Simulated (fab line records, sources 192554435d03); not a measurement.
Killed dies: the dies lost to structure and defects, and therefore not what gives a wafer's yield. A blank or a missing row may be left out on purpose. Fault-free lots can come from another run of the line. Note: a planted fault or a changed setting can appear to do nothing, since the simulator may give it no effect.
Matching of chambers + flow n5 finfet + 3 sister chambers for N5_WELL_APT_DESCUM_30 on rie diel-06
The step chemistry O2, time 7.9 s. 14 wafers are shown with their chamber, then 4 later ones without.

## EACH WAFER AND ITS CHAMBER
| wafer  | chamber | drypump motor current A (A) | throttle valve pct (%) | showerhead plenum p Torr (Torr) |
|--------|---------|-----------------------------|------------------------|---------------------------------|
| L363.3 | 3       | 5.5                         | 20.40                  | 2.09                            |
| L363.4 | 2       | 5.9                         | 20.64                  | 2.10                            |
| L363.5 | 1       | 6.6                         | 20.33                  | 2.15                            |
| L367.2 | 3       | 5.5                         | 20.42                  | 2.09                            |
| L367.4 | 1       | 6.6                         | 20.34                  | 2.14                            |
| L373.2 | 3       | 5.5                         | 20.44                  | 2.08                            |
| L373.3 | 1       | 6.5                         | 20.34                  | 2.14                            |
| L373.6 | 1       | 6.5                         | 20.34                  | 2.14                            |
| L374.2 | 3       | 5.5                         | 20.46                  | 2.08                            |
| L374.4 | 2       | 5.9                         | 20.70                  | 2.09                            |
| L374.6 | 3       | 5.5                         | 20.44                  | 2.08                            |
| L375.2 | 3       | 5.6                         | 20.47                  | 2.08                            |
| L375.4 | 2       | 5.9                         | 20.69                  | 2.09                            |
| L375.6 | 3       | 5.6                         | 20.47                  | 2.08                            |

SIGNATURES (averages over the wafers above)
| reading                  | chamber 1 | chamber 2 | chamber 3 | scatter within a chamber |
|--------------------------|-----------|-----------|-----------|--------------------------|
| drypump motor current A  | 6.550     | 5.900     | 5.529     | 0.047                    |
| throttle valve pct       | 20.3375   | 20.6767   | 20.4429   | 0.0239                   |
| showerhead plenum p Torr | 2.1425    | 2.0933    | 2.0829    | 0.00509                  |
Rule: for each reading, subtract the chamber's mean from the wafer's reading, divide by that reading's scatter and square the result; add these up over the readings and take the root, which gives the wafer's distance from the chamber. If the next closest chamber is less than 2 further off than the closest, the wafer can't be placed; otherwise it belongs to the closest. The scatter: take each reading less its chamber's mean, square it, sum over the shown wafers, divide by the number of wafers less the number of chambers, and take the root.

## WAFERS WITHOUT THEIR CHAMBER
| wafer  | drypump motor current A (A) | throttle valve pct (%) | showerhead plenum p Torr (Torr) |
|--------|-----------------------------|------------------------|---------------------------------|
| L376.1 | 5.9                         | 20.68                  | 2.09                            |
| L376.6 | 5.9                         | 20.70                  | 2.09                            |
| L384.2 | 5.9                         | 20.72                  | 2.09                            |
| L384.5 | 5.9                         | 20.73                  | 2.08                            |

## WHICH CHAMBER EACH WENT THROUGH
| wafer  | from the rows above | in truth |
|--------|---------------------|----------|
| L376.1 | 2                   | 2        |
| L376.6 | 2                   | 2        |
| L384.2 | 2                   | 2        |
| L384.5 | 2                   | 2        |
Correctly placed: 4 of 4. Can't be placed from these rows: 0. 0 placed wrongly.
